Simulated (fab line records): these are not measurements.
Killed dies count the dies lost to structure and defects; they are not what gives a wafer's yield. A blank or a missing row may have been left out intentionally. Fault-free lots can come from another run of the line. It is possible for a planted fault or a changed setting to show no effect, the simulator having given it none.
fab line records    flow nandHarc
[record] lots = 6  wafers = 18  lastDay = 34
route steps=1302 shown P_ZERO_WELL@46
lots that met no fault: taken from a fault-free run of the same line
startH: hours from the record's first day to the start of the lot's first wafer shown    waitH: hours from the lot's prior step to this one    " unchanged from the row above    L1.1+2: several wafers, shown together as one row    - no value present, or no start provided    * or withheld: withheld    < > ~ a bound
route shown NAME@n: NAME is a module with steps in the file, n the number in the route of the first one    usual: average and standard deviation across the fault-free wafers    same: alike in all rows    chamber/n: place in a boat    sites: each site's reading    _std_site: standard deviation across them    _edge_site: the outer-site mean with the inner-site mean subtracted    radiusMm: how far each site lies from the wafer's centre    mask NAME#n: copy n    behind: the most recent tool/chamber to have shaped the wafer    hold: what put the lot on hold/how long, in hours/how the hold closed    device: the n, p or np transistor that did not switch    end of line: the route-end tests of the same wafers    for a step that has no rows: nothing shown but its recipe    killed: dies that structure and defects cost at the first sort, which is not the same as the wafer's yield    map: per-die view of a wafer (x killed, . not killed, _ where there is no die)
set.NAME: the run value of the setting; set.NAME@STEP: its run value at that earlier step    model.NAME: the simulator's own value behind a step, which no gauge read
lots seen at some steps along the route; tables by step, rows by wafer
services: the hour from which a tool's chamber was out of use, counted from the record's first day as startH (under 0 if before that day), plus the number of hours and why
[[steps]]
[step NHARC_P_ZERO_WELL_DESCUM_39]
[recipe] timeS = 3  o2FlowSccm = 200  arFlowSccm = 0  biasPowerW = 0  chemistry = O2
[usual] drypumpMotorCurrentA = 6.12/0.25  oesProductAu = 1.000/0.0099  rfVppV = 57.7/0.86  showerheadPlenumPTorr = 1.89/0.089  throttleValvePct = 11.311/0.0086
lot.wafer  tool        chamber  startH  waitH  drypumpMotorCurrentA  oesProductAu  rfHoursCounterH  rfVppV  showerheadPlenumPTorr  throttleValvePct
L255.4     rieDiel-09  3        44.52   -      5.99                  1.000         24               57.6    2.03                   11.307
L255.3     "           1        "       "      5.55                  0.999         24               58.9    2.07                   11.326
L255.5     "           3        "       "      5.99                  0.998         -                58.3    2.03                   11.317
L258.1     rieDiel-05  3        74.30   -      6.39                  1.024         3                57.7    1.80                   11.335
L258.6     "           3        "       "      6.38                  1.018         -                59.2    1.80                   11.318
L258.5     "           0        "       "      5.85                  0.998         -                57.8    1.91                   11.307
L262.1     rieDiel-05  2        114.18  -      6.12                  1.005         17               57.3    1.85                   11.314
L262.4     "           3        "       "      6.40                  1.011         17               57.4    1.80                   11.305
L262.5     "           2        "       "      6.12                  1.015         -                57.6    1.86                   11.307
L263.1     rieDiel-05  2        124.39  -      6.10                  1.013         18               57.7    1.85                   11.314
L263.3     "           0        "       "      5.84                  0.989         16               57.6    1.91                   11.299
L263.6     "           2        "       "      6.10                  1.011         -                57.6    1.85                   11.301
L270.4     rieDiel-05  2        194.41  -      6.11                  0.996         42               57.6    1.85                   11.306
L270.1     "           3        "       "      6.39                  1.025         48               56.9    1.79                   11.310
L270.5     "           1        "       "      6.08                  0.990         -                57.8    1.88                   11.310
L276.4     rieDiel-08  1        254.48  -      5.94                  1.008         19               58.9    2.07                   11.311
L276.1     "           3        "       "      6.28                  1.004         19               56.3    1.85                   11.308
L276.6     "           0        "       "      6.41                  0.990         -                58.0    1.95                   11.307
[step NHARC_P_ZERO_WELL_IMPLANT_40]
[recipe] energyKev = 300  doseCm2 = 1e+13  tiltDeg = 7
[step NHARC_P_ZERO_WELL_IMPLANT_59]
[recipe] energyKev = 120  doseCm2 = 5e+12  tiltDeg = 7
[step NHARC_P_ZERO_WELL_IMPLANT_60]
[recipe] energyKev = 30  doseCm2 = 2e+12  tiltDeg = 7
[step NHARC_P_ZERO_WELL_STRIP_41]
[recipe] timeS = 840  tempC = 130  chemistry = SPM
[step NHARC_P_ZERO_WELL_DEHYDRATE_44]
[recipe] tempC = 150  timeS = 120
[step NHARC_P_ZERO_WELL_HMDS_45]
[recipe] timeS = 30
[step NHARC_P_ZERO_WELL_COAT_46]
[recipe] spinRpm = withheld
[step NHARC_P_ZERO_WELL_SOFTBAKE_47]
[recipe] tempC = 122  timeS = 95
[step NHARC_P_ZERO_WELL_EBR_48]
[step NHARC_P_ZERO_WELL_EXPOSE_49]
[recipe] na = 0.6  targetCdNm = 2000  doseMj = 22.64  maskId = P_HVPW
[step NHARC_P_ZERO_WELL_PEB_50]
[recipe] pebTempC = 118  pebTimeS = 85
[step NHARC_P_ZERO_WELL_DEVELOP_51]
[recipe] timeS = 70
[usual] chillPlateTempC = 23.00/0.094  exhaustPa = 44.8/0.83
lot.wafer  tool           chamber  startH  waitH  chillPlateTempC  exhaustPa
L255.3     lithoTrack-07  0        45      -      22.90            46.0
L255.4     "              0        "       "      22.84            44.6
L255.5     "              0        "       "      22.91            45.4
L258.1     lithoTrack-03  0        75      -      22.99            44.3
L258.5     "              0        "       "      22.99            44.7
L258.6     "              0        "       "      22.87            45.1
L262.1     lithoTrack-05  -        115     -      -                -
L262.4     "              -        "       "      -                -
L262.5     "              -        "       "      -                -
L263.1     lithoTrack-03  -        125     -      -                -
L263.3     "              -        "       "      -                -
L263.6     "              -        "       "      -                -
L270.1     lithoTrack-07  0        195     -      22.76            44.5
L270.4     "              0        "       "      22.89            45.4
L270.5     "              0        "       "      23.08            45.3
L276.1     lithoTrack-05  0        255     -      23.09            44.2
L276.4     "              0        "       "      23.00            44.2
L276.6     "              0        "       "      23.01            44.4
[[services]]
tool           chamber  startH  hours  kind
rieDiel-05     0        32.86   -      clean
rieDiel-05     1        32.86   -      clean
rieDiel-05     2        32.86   -      clean
rieDiel-05     3        32.86   -      clean
rieDiel-05     -        52.65   9.0    pm
rieDiel-05     0        52.65   9.0    ventCycle
rieDiel-05     0        61.89   9.4    repair
rieDiel-09     0        65.38   5.2    repair
rieDiel-05     2        70.55   2.5    repair
lithoTrack-07  -        76.00   7.0    pm
rieDiel-08     -        88.58   0.6    repair
rieDiel-08     3        98.79   11.4   repair
lithoTrack-03  -        100.00  7.0    pm
lithoTrack-05  -        124.00  7.0    pm
rieDiel-05     -        129.09  0.5    repair
rieDiel-08     0        129.61  42.0   repair
rieDiel-09     -        129.79  2.1    repair
rieDiel-05     1        134.03  2.9    repair
rieDiel-09     -        144.03  9.0    pm
rieDiel-08     -        192.87  9.0    pm
rieDiel-08     1        209.01  5.6    repair
rieDiel-09     3        209.09  12.3   repair
rieDiel-05     -        229.65  9.0    pm
lithoTrack-07  -        251.00  7.0    pm
[[key]]
[firstSign] step = NHARC_P_ZERO_WELL_DEVELOP_51  reading = toolRecord  direction = missing
effect none on later readings
metAt NHARC_P_ZERO_WELL_DEVELOP_51
struckWafers L262.1,L262.4,L262.5,L263.1,L263.3,L263.6
laterRowsLeftOut L262.1,L262.4,L262.5,L263.1,L263.3,L263.6
sortLeftOut L262.1,L262.4,L262.5,L263.1,L263.3,L263.6
testerLeftOut L262,L263
onsetBetween 75 115
[fault] kind = skippedStepWhole  tool = lithoTrack-03,lithoTrack-05  chamber = -  onsetH = 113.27  steps = NHARC_P_ZERO_WELL_DEVELOP_51  scope = struckLotsOnly
// testerLeftOut: of these lots the tester's yield and bins aren't shown, on N5 and GAA mostly nor the transistor test; their killed dies are dies lost to structure and defects alone, not to doping, threshold or leakage, so they don't give the yield
// sortLeftOut: the simulated sort isn't trusted on such a fault, so these wafers' sort isn't shown, and their yield isn't known
// laterRowsLeftOut: the simulator's readings of these wafers behind a module that went badly wrong aren't trusted and aren't shown, but for the sort
